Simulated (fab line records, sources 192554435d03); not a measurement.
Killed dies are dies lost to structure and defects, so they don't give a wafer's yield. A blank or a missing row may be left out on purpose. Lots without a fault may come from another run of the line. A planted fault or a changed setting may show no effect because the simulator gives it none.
A struck lot beside a sound one | flow n5_finfet | 16 steps out of a route of 1938
Sound: wafers L617.3, L617.4, L617.5. Struck: wafers L609.2, L609.6. (L609.3 of the same lot was not struck and is left out.) The cause comes at the end.
At each step with rows: each side's tool, then ch and its chambers, then its first start. Under that, the readings that differ: sound wafers | struck wafers | difference of the means | sigmas: that difference in standard deviations of wafers without a fault.
alike: readings whose means differ by less than 2 such deviations, and words and numbers that are the same on both sides. not compared: withheld readings, readings that some wafer has no value for, bounds like >300 that may hide the same value, and numbers for which the record gives no deviation and whose values overlap.
The two part at a step that has a row with sigmas, a row that says differs or no value, or rows on one side only. Numbers that don't overlap but have no deviation are shown without sigmas and don't part them. A reading that every wafer of one side lacks parts them only if that side has two wafers or more.

first, 4 steps without rows for these wafers: N5_BEOL_M3_SOFTBAKE_23 (time 60 s); N5_BEOL_M3_EXPOSE_25 (exposes mask V2, defocus 5 nm); N5_BEOL_M3_PEB_26 (peb time 60 s); N5_BEOL_M3_DEVELOP_27 (develop time 30 s).
N5_BEOL_M3_CD_MEAS_28: target cd 25.7 nm, target cd y 23.3 nm.
  sound on cd_sem-03 ch 0, day 12 15:05; struck on cd_sem-03 ch 0, day 10 04:50
  alike: cd_nm
N5_BEOL_M3_OVL_MEAS_29:
  sound on overlay-02 ch 0, day 12 15:09; struck on overlay-01 ch 0, day 10 04:52
  alike: V2_OVL
N5_BEOL_M3_INSPECT_30: inspects for defects (brightfield).
  sound on defect_inspect-01, day 12 15:12; struck on defect_inspect-01, day 10 04:55
  alike: raw_defect_count
N5_BEOL_M3_DESCUM_33: chemistry O2, time 7 s.
  sound on rie_diel-01 ch 0,2, day 12 15:14; struck on rie_diel-01 ch 1,3, day 10 04:57
  alike: drypump_motor_current_A, oes_product_au, rf_vpp_V, showerhead_plenum_p_Torr, throttle_valve_pct
  not compared: rf_hours_counter_h
N5_BEOL_M3_ETCH_77: etches underlayer in N2/H2, target depth 6.5 nm, time 5.2 s.
  sound on rie_diel-01 ch 0,2, day 12 15:16; struck on rie_diel-01 ch 1,3, day 10 04:59
  alike: drypump_motor_current_A, etch_rf_on_time_s, oes_product_au, rf_vpp_V, showerhead_plenum_p_Torr, throttle_valve_pct
  not compared: rf_hours_counter_h
N5_BEOL_M3_ETCH_69: etches SiARC in CF4, target depth 15.6 nm, time 26 s.
  sound on rie_diel-01 ch 0,2, day 12 15:17; struck on rie_diel-01 ch 1,3, day 10 05:00
  alike: drypump_motor_current_A, etch_rf_on_time_s, mfc_ar_sccm, oes_product_au, rf_vpp_V, showerhead_plenum_p_Torr, throttle_valve_pct
  not compared: rf_hours_counter_h
N5_BEOL_M3_ALD_98: deposits SiO2, target thk 2.5 nm, pulse time 1 s, co reactant pulse time 1 s.
  sound on ald_sin-01 ch 0,3, day 12 15:54; struck on ald_sin-04 ch 0,1, day 10 05:49
  alike: heater_power_w, precursor_pulse_height_rel
N5_BEOL_M3_ETCHBACK_99: etches SiO2 in CHF3, target depth 5 nm, time 10.4 s.
  sound on rie_diel-06 ch 1,2, day 13 04:05; struck on rie_diel-01 ch 0,2, day 10 12:20
  alike: drypump_motor_current_A, mfc_ar_sccm, oes_product_au, rf_vpp_V, showerhead_plenum_p_Torr, throttle_valve_pct
  not compared: rf_hours_counter_h
N5_BEOL_M3_ETCH_70: etches SOC in N2/H2, target depth 80 nm, overetch 16 nm, time 120 s.
  sound on rie_diel-06 ch 1,2, day 13 04:07; struck on rie_diel-01 ch 0,2, day 10 12:23
  reading                                    | sound             | struck      | difference | sigmas
  oes_product_au (a.u.)                      | 0.72 0.53 0.52    | 0.71 0.79   | +0.16      | +2
  run_length_s (s)                           | 143.3 142.9 142.9 | 100.4 100.3 | -42.7      | -89
  model.SiARC_of_BEOL_M3_COAT_68.thk_nm (nm) | 6.2 6.4 6.4       | 8.4 8.2     | +2.0       |
  alike: drypump_motor_current_A, rf_vpp_V, showerhead_plenum_p_Torr, throttle_valve_pct
  not compared: rf_hours_counter_h
then, 1 step without rows for these wafers: N5_BEOL_M3_STRIP_71 (strips in N2/H2).
N5_BEOL_M4_RC_MEAS_101:
  sound on prober-01 ch 0, day 13 18:33; struck on prober-01 ch 0, day 11 03:34
  alike: DIBL_N, DIBL_P, IOFF_N, IOFF_P, ION_N, ION_P, SS_N, SS_P, VT_N, VT_P
-- the record jumps here: 5 days lie between the struck wafers' starts before and after (it left off in module BEOL_M4 and takes up again in module PASSIVATION, whose first step shown is number 1936 of the route) --
N5_PASSIVATION_PROBE_49:
  sound on prober-02, day 18 16:29; struck on prober-02, day 15 16:41
  reading                  | sound          | struck    | difference | sigmas
  defect_limited_yield (%) | 93.3 93.2 95.0 | 90.8 89.8 | -3.5       | -2
  killed_dies              | 79 80 59       | 108 120   | +41        | +2
  killed_on_rim            | 8 7 7          | 14 18     | +9         | +2
  killed_open              | 43 49 45       | 84 79     | +36        | +2
  sort_bin_5_function (%)  | 3.2 3.3 3.1    | 5.7 6.4   | +2.9       | +3
  sort_bin_8_speed (%)     | 0 0 0          | 0.17 0    | +0.09      | +5
  sort_n_pass              | 1101 1100 1121 | 1070 1060 | -42        | -2
  sort_yield_pct (%)       | 93.3 93.2 95.0 | 90.7 89.8 | -3.6       | -2
  alike: killed_at_M0_to_M3, killed_at_M4_up, killed_at_contacts, killed_at_front_end, killed_at_other, killed_short, sort_bin_6_memory

WHERE THEY PART
First at N5_BEOL_M3_ETCH_70; last, within this record, at N5_PASSIVATION_PROBE_49.

WHY: what the simulator had put in
Process parameter drift: rie_diel-01, from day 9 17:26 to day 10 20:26, at N5_BEOL_M3_ETCH_70. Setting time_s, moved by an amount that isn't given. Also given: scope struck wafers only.
